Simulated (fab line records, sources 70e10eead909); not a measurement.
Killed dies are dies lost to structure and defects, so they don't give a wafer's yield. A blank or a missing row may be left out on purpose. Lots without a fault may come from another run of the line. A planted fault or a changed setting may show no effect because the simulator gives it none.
fab line records | flow nand_harc
record lots=11 wafers=31 last_day=23
route steps=1159 shown P_STI@87 P_GATE@124
lots that met no fault: from a run of the same line without faults
start_h: hours from the record's first day to the start of the lot's first wafer shown | wait_h: hours since the lot's step before | " the same as in the row above | L1.1+2: a row that stands for several wafers | - no value, or no start given | * or withheld: withheld | < > ~ a bound
route shown NAME@n: a module of which the file shows steps, and the number in the route of the first | usual: mean/standard deviation of fault-free wafers | same: alike in all rows | chamber/n: place in a boat | sites: the reading at each site | _std_site: their standard deviation | _edge_site: outer sites' mean less inner sites' | radius_mm: how far each site lies from the wafer's centre | mask NAME#n: copy n | behind: the tool/chamber that last shaped the wafer | hold: why the lot was held/for how many hours/how that ended | device: the transistor (n, p or np) that didn't switch | end of line: the same wafers' tests at the end of the route | a step without rows: its recipe alone | killed: dies lost to structure and defects at the first sort, not the wafer's yield | map: a wafer's dies, x killed, . not, _ none there
set.NAME: the setting as run; set.NAME@STEP: as run at that earlier step | model.NAME: the simulator's own value behind a step, which no gauge read
steps of the route over a sample of lots; a table a step, a row a wafer
services: from which hour (start_h, from the record's first day; less than 0 if before it) a tool's chamber was out of use, for how many hours, and why
## steps
# step NHARC_P_STI_DESCUM_14
# recipe time_s=3 o2_flow_sccm=200 ar_flow_sccm=0 bias_power_w=0 chemistry=O2
# usual chamber_pressure_mTorr=60.01/0.06 drypump_motor_current_A=5.7/0.36 oes_product_au=1.000/0.0084 rf_vpp_V=57.8/0.93 showerhead_plenum_p_Torr=1.91/0.086 throttle_valve_pct=11.312/0.0095
# columns lot.wafer tool chamber start_h wait_h chamber_pressure_mTorr drypump_motor_current_A oes_product_au rf_hours_counter_h rf_vpp_V showerhead_plenum_p_Torr throttle_valve_pct
L347.2 rie_diel-11 3 40.12 - 60.00 6.0 1.010 1.5 58.1 2.01 11.306
L347.5 " 0 " " 59.92 5.8 1.017 - 57.9 1.79 11.305
L347.6 " 1 " " 60.02 5.5 1.011 - 58.1 1.94 11.301
L349.4 rie_diel-11 0 54.86 - 59.94 5.8 1.018 2.6 58.5 1.79 11.310
L349.2 " 1 " " 59.94 5.5 1.009 2.5 56.9 1.94 11.324
L349.6 " 2 " " 60.04 5.6 1.004 - 58.3 1.93 11.312
L350.4 rie_diel-11 1 60.76 - 60.04 5.5 0.999 3.1 55.9 1.94 11.326
L350.2 " 3 " " 60.04 6.0 0.997 2.9 56.7 2.01 11.322
L350.3 " 0 " " 60.02 5.8 1.014 3.4 58.9 1.79 11.309
L352.2 rie_diel-11 0 72.57 - 60.14 5.8 1.004 3.8 58.8 1.79 11.314
L352.3 " 2 " " 59.98 5.6 1.000 3.0 57.5 1.93 11.318
L352.6 " 1 " " 60.00 5.5 1.011 - 57.9 1.94 11.319
L354.4 rie_diel-03 2 79.67 - 60.00 5.8 1.009 0.7 57.5 2.00 11.295
L354.1 " 3 " " 60.04 5.4 0.995 0.6 58.2 1.80 11.313
L354.5 " 0 " " 60.09 5.3 0.997 - 57.9 1.96 11.318
L353.3 rie_diel-11 3 79.82 - 59.96 6.0 0.998 3.5 57.9 2.01 11.319
L353.1 " 1 " " 59.97 5.4 1.003 3.6 57.4 1.94 11.298
L353.5 " 3 " " 60.09 6.0 0.995 - 58.6 2.01 11.305
L356.3 rie_diel-03 2 94.45 - 60.05 5.8 1.006 0.9 58.7 2.00 11.306
L356.1 " 3 " " 60.08 5.4 0.995 0.9 57.9 1.80 11.314
L356.2 " 0 " " 59.97 5.3 0.991 0.7 56.6 1.96 11.306
L357.3 rie_diel-03 0 103.60 - 59.99 5.3 0.996 0.8 58.5 1.96 11.312
L357.1 " 2 " " 60.02 5.8 1.004 1.1 59.5 2.00 11.318
L357.6 " 0 " " 59.96 5.3 0.986 - 57.8 1.96 11.312
L361.1 rie_diel-07 0 126.62 - 60.08 6.0 1.015 2.2 57.6 1.97 11.309
L362.4 rie_diel-07 2 130.97 - 60.06 5.4 1.003 1.4 59.2 2.01 11.319
L362.3 " 0 " " 60.03 5.9 1.009 2.2 57.2 1.97 11.312
L362.6 " 2 " " 59.97 5.4 1.002 - 57.8 2.01 11.311
L368.1 rie_diel-03 1 167.42 - 60.04 6.2 0.993 2.6 57.3 1.79 11.315
L368.2 " 2 " " 59.99 5.8 1.003 2.7 59.3 2.00 11.309
L368.3 " 3 " " 60.06 5.4 0.986 2.7 56.4 1.80 11.316
# step NHARC_P_GATE_DESCUM_13
# recipe time_s=3 o2_flow_sccm=200 ar_flow_sccm=0 bias_power_w=0 chemistry=O2
# usual chamber_pressure_mTorr=60.00/0.058 drypump_motor_current_A=5.92/0.23 oes_product_au=1.002/0.008 rf_vpp_V=57.8/0.98 showerhead_plenum_p_Torr=1.91/0.091 throttle_valve_pct=11.310/0.0086
# columns lot.wafer tool chamber start_h wait_h chamber_pressure_mTorr drypump_motor_current_A oes_product_au rf_hours_counter_h rf_vpp_V showerhead_plenum_p_Torr throttle_valve_pct
L347.2 rie_diel-12 0 82.20 - 60.09 6.11 0.997 13 59.9 1.94 11.310
L347.5 " 0 " " 60.08 6.12 0.998 - 57.9 1.94 11.302
L347.6 " 2 " " 59.96 5.58 0.996 - 57.2 1.92 11.306
L349.2 rie_diel-02 3 89.70 - 59.97 5.96 0.992 16 58.9 1.86 11.304
L349.4 " 3 " " 60.10 6.02 0.998 - 59.3 1.86 11.308
L349.6 " 2 " " 59.99 6.04 0.994 - 57.1 1.87 11.307
L350.4 rie_diel-12 1 98.11 - 59.96 5.77 1.008 26 58.0 1.82 11.309
L350.2 " 3 " " 60.07 6.22 1.006 15 58.1 2.02 11.315
L350.3 " 0 " " 60.01 6.14 1.010 21 57.8 1.94 11.305
L352.2 rie_diel-12 0 110.16 - 59.92 6.11 1.007 28 57.0 1.94 11.311
L352.3 " 2 " " 59.97 5.57 1.000 30 57.5 1.91 11.315
L352.6 " 1 " " 59.95 5.77 1.006 - 56.9 1.82 11.321
L353.1 rie_diel-01 1 115.92 - 60.00 6.07 1.004 62 58.0 2.01 11.311
L353.3 " 0 " " 60.13 5.67 1.001 63 57.2 1.81 11.311
L353.5 " 0 " " 60.02 5.67 1.004 - 57.9 1.81 11.312
L354.1 rie_diel-02 1 116.10 - 60.00 6.23 1.008 29 59.3 2.03 11.316
L354.4 " 3 " " 59.94 6.01 0.994 - 58.4 1.86 11.310
L354.5 " 1 " " 59.96 6.24 1.009 - 58.2 2.03 11.315
L356.1 rie_diel-02 2 130.08 - 60.04 6.08 1.010 26 57.1 1.86 11.319
L356.3 " 3 " " 60.12 6.00 1.008 28 56.8 1.86 11.290
L356.2 " 1 " " 60.04 6.23 0.999 30 59.4 2.03 11.288
L357.3 rie_diel-01 1 152.09 - 60.04 6.10 1.001 3 58.1 2.01 11.325
L357.1 " 2 " " 59.98 5.70 0.987 2 56.8 1.81 11.328
L357.6 " 3 " " 60.03 5.61 1.002 - 59.6 2.08 11.299
L361.1 rie_diel-12 2 164.30 - 60.07 5.57 0.992 46 57.8 1.91 11.308
L362.4 rie_diel-01 0 169.53 - 59.95 5.74 1.022 9 57.0 1.80 11.314
L362.3 " 2 " " 60.07 5.70 1.002 10 59.1 1.81 11.315
L362.6 " 0 " " 60.00 5.72 1.010 - 58.6 1.80 11.307
L368.2 rie_diel-02 1 202.66 - 60.00 6.23 1.007 7 60.3 2.03 11.312
L368.3 " 2 " " 59.98 6.06 0.995 7 58.8 1.86 11.304
L368.1 " 0 " " 59.96 6.01 1.025 7 56.2 1.89 11.309
# step NHARC_P_GATE_PEB_24
# recipe peb_temp_c=100 peb_time_s=65
# columns lot.wafer tool chamber start_h wait_h
L347.2+5+6 litho_track-06 0 97.24 0.1
L349.2+4+6 litho_track-06 0 104.29 0.1
L350.2+3+4 litho_track-06 0 111.69 0.1
L352.2+3+6 litho_track-04 0 127.06 0.1
L354.1+4+5 litho_track-04 0 130.03 0.1
L353.1+3+5 litho_track-01 0 130.79 0.1
L356.1+2+3 litho_track-01 0 143.88 0.1
L357.1+3+6 litho_track-01 0 167.23 0.1
L361.1 litho_track-01 0 181.89 0.1
L362.3+4+6 litho_track-06 0 188.47 0.0
L368.1+2+3 litho_track-06 0 216.57 0.1
# step NHARC_P_GATE_CD_MEAS_26
# recipe target_cd_nm=120 landing_energy_ev=500
# usual cd_nm=120.1/0.57
# columns lot.wafer tool chamber start_h wait_h hold cd_nm
L347.2 cd_sem-03 0 97.32 - - 119.5
L347.5 " 0 " " - 119.6
L347.6 " 0 " " - 119.5
L349.2 cd_sem-02 0 104.37 - - 119.9
L349.4 " 0 " " - 119.1
L349.6 " 0 " " - 120.0
L350.2 cd_sem-03 0 111.77 - - 119.7
L350.3 " 0 " " - 119.1
L350.4 " 0 " " - 118.7
L352.2 cd_sem-03 0 127.14 - - 119.9
L352.3 " 0 " " - 119.6
L352.6 " 0 " " - 119.2
L354.1 cd_sem-01 0 130.11 - - 119.6
L354.4 " 0 " " - 120.2
L354.5 " 0 " " - 119.6
L353.1 cd_sem-03 0 130.87 - - 120.9
L353.3 " 0 " " - 120.4
L353.5 " 0 " " - 120.1
L356.1 cd_sem-01 0 143.96 - - 120.5
L356.2 " 0 " " - 121.1
L356.3 " 0 " " - 121.0
L357.1 cd_sem-03 0 167.31 - await_dispo/0.2h/release 115.8
L357.3 " 0 " " await_dispo/0.2h/release 119.8
L357.6 " 0 " " await_dispo/0.2h/release 115.8
L357.1 cd_sem-03 0 - - - 116.1
L357.3 " 0 " " - 119.8
L357.6 " 0 " " - 115.9
L361.1 cd_sem-03 0 181.97 - await_dispo/0.2h/release 116.2
L361.1 cd_sem-03 0 - - - 115.9
L362.3 cd_sem-01 0 188.55 - - 120.8
L362.4 " 0 " " - 120.3
L362.6 " 0 " " - 119.2
L368.1 cd_sem-03 0 216.65 - - 120.8
L368.2 " 0 " " - 119.6
L368.3 " 0 " " - 120.3
# step NHARC_P_GATE_ETCHBACK_37
# recipe target_depth_a=345 time_s=17.2 chf3_flow_sccm=50 o2_flow_sccm=10 ar_flow_sccm=200 rf_w=500 bias_w=200 chemistry=CHF3/O2
# usual chamber_pressure_mTorr=24.999/0.018 drypump_motor_current_A=5.98/0.21 oes_product_au=0.937/0.028 rf_vpp_V=370.7/2.4 showerhead_plenum_p_Torr=2.40/0.1 throttle_valve_pct=20.573/0.0095
# columns lot.wafer tool chamber start_h wait_h chamber_pressure_mTorr drypump_motor_current_A oes_product_au rf_hours_counter_h rf_vpp_V showerhead_plenum_p_Torr throttle_valve_pct
L347.2 rie_diel-02 3 - - 24.982 5.99 0.921 23 370.0 2.33 20.565
L347.6 " 3 " " 24.969 5.98 0.905 - 369.1 2.33 20.575
L347.5 " 1 " " 24.971 6.24 0.917 - 374.0 2.55 20.592
L349.2 rie_diel-02 3 - - 25.018 5.96 0.920 25 367.5 2.33 20.560
L349.4 " 2 " " 24.996 6.02 0.928 - 370.7 2.34 20.581
L349.6 " 3 " " 24.993 6.00 0.927 - 369.5 2.33 20.575
L350.3 rie_diel-01 1 - - 24.982 6.11 0.994 64 372.8 2.52 20.571
L350.4 " 3 " " 25.033 5.55 0.998 62 366.3 2.23 20.584
L350.2 " 0 " " 25.001 5.72 0.994 64 369.0 2.27 20.581
L352.3 rie_diel-12 2 - - 25.002 5.60 0.918 37 370.4 2.40 20.585
L352.2 " 0 " " 25.016 6.12 0.933 35 370.7 2.43 20.581
L352.6 " 1 " " 25.021 5.81 0.937 - 369.6 2.28 20.587
L353.1 rie_diel-02 1 - - 24.973 6.24 0.921 34 374.2 2.54 20.563
L353.3 " 2 " " 24.972 6.05 0.927 29 369.4 2.34 20.592
L353.5 " 3 " " 24.973 6.03 0.919 - 369.6 2.33 20.577
L354.4 rie_diel-02 2 - - 24.972 5.99 0.935 29 368.8 2.34 20.567
L354.1 " 3 " " 25.001 5.99 0.930 31 368.7 2.33 20.572
L354.5 " 2 " " 25.028 6.04 0.933 - 368.8 2.34 20.561
L356.3 rie_diel-12 0 - - 24.973 6.12 0.927 41 371.8 2.43 20.564
L356.2 " 1 " " 25.016 5.80 0.936 45 368.9 2.28 20.575
L356.1 " 2 " " 24.968 5.64 0.930 42 369.6 2.40 20.577
L357.1 rie_diel-02 1 - - 25.020 6.24 0.931 2 374.5 2.54 20.579
L357.3 " 0 " " 24.991 6.04 0.926 2 369.8 2.38 20.564
L357.6 " 1 " " 24.998 6.24 0.953 - 374.3 2.54 20.561
L361.1 rie_diel-12 1 - - 25.005 5.79 0.925 59 368.4 2.28 20.575
L362.3 rie_diel-01 3 - - 25.024 5.59 0.935 18 374.2 2.59 20.564
L362.4 " 1 " " 24.988 6.10 0.919 22 374.6 2.51 20.575
L362.6 " 3 " " 25.015 5.59 0.927 - 373.1 2.59 20.562
L368.2 rie_diel-12 0 - - 24.999 6.11 0.925 4 370.8 2.42 20.559
L368.1 " 1 " " 25.024 5.78 0.930 5 367.5 2.27 20.570
L368.3 " 2 " " 25.017 5.56 0.916 5 371.9 2.39 20.568
## services
# columns tool chamber start_h hours kind
rie_diel-11 - 17.45 0.9 repair
rie_diel-12 - 25.40 9.0 pm
rie_diel-02 - 35.86 0.4 repair
rie_diel-03 - 38.30 9.0 pm
rie_diel-12 0 40.42 6.8 repair
rie_diel-07 - 51.20 9.0 pm
rie_diel-07 2 69.14 5.6 repair
rie_diel-12 3 77.39 19.3 repair
rie_diel-02 0 87.14 44.0 repair
litho_track-01 - 93.00 7.0 pm
rie_diel-03 2 97.76 1.9 repair
rie_diel-01 2 113.03 9.2 repair
litho_track-06 - 117.00 7.0 pm
rie_diel-02 1 118.07 3.5 repair
rie_diel-07 2 123.84 3.5 repair
rie_diel-01 - 137.80 9.0 pm
litho_track-04 - 141.00 7.0 pm
rie_diel-02 - 150.70 9.0 pm
rie_diel-03 3 174.25 3.4 repair
rie_diel-11 - 189.50 9.0 pm
rie_diel-12 - 202.40 9.0 pm
rie_diel-11 1 213.78 7.6 repair
rie_diel-03 - 215.30 9.0 pm
rie_diel-11 3 225.72 1.7 repair
## key
first_sign step=NHARC_P_GATE_CD_MEAS_26 reading=visit direction=added
effect step=NHARC_P_GATE_CD_MEAS_26 reading=cd_nm direction=down sigmas=7.3 usual=120.1 struck=115.9
met_at NHARC_P_GATE_PEB_24
struck_lots L357,L361
struck_wafers L357.1,L357.6,L361.1
tester_left_out L357,L361
not_acting_at NHARC_P_STI_DESCUM_14,NHARC_P_GATE_DESCUM_13,NHARC_P_GATE_ETCHBACK_37
onset_between 143.88 167.23
fault kind=process_parameter_drift tool=litho_track-01 chamber=- onset_h=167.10 steps=NHARC_P_GATE_PEB_24 channel=peb_time_s offset=* shape=step end_h=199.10 scope=struck_wafers_only acts_in=* stated=*
# tester_left_out: of these lots the tester's yield and bins aren't shown, on N5 and GAA mostly nor the transistor test; their killed dies are dies lost to structure and defects alone, not to doping, threshold or leakage, so they don't give the yield
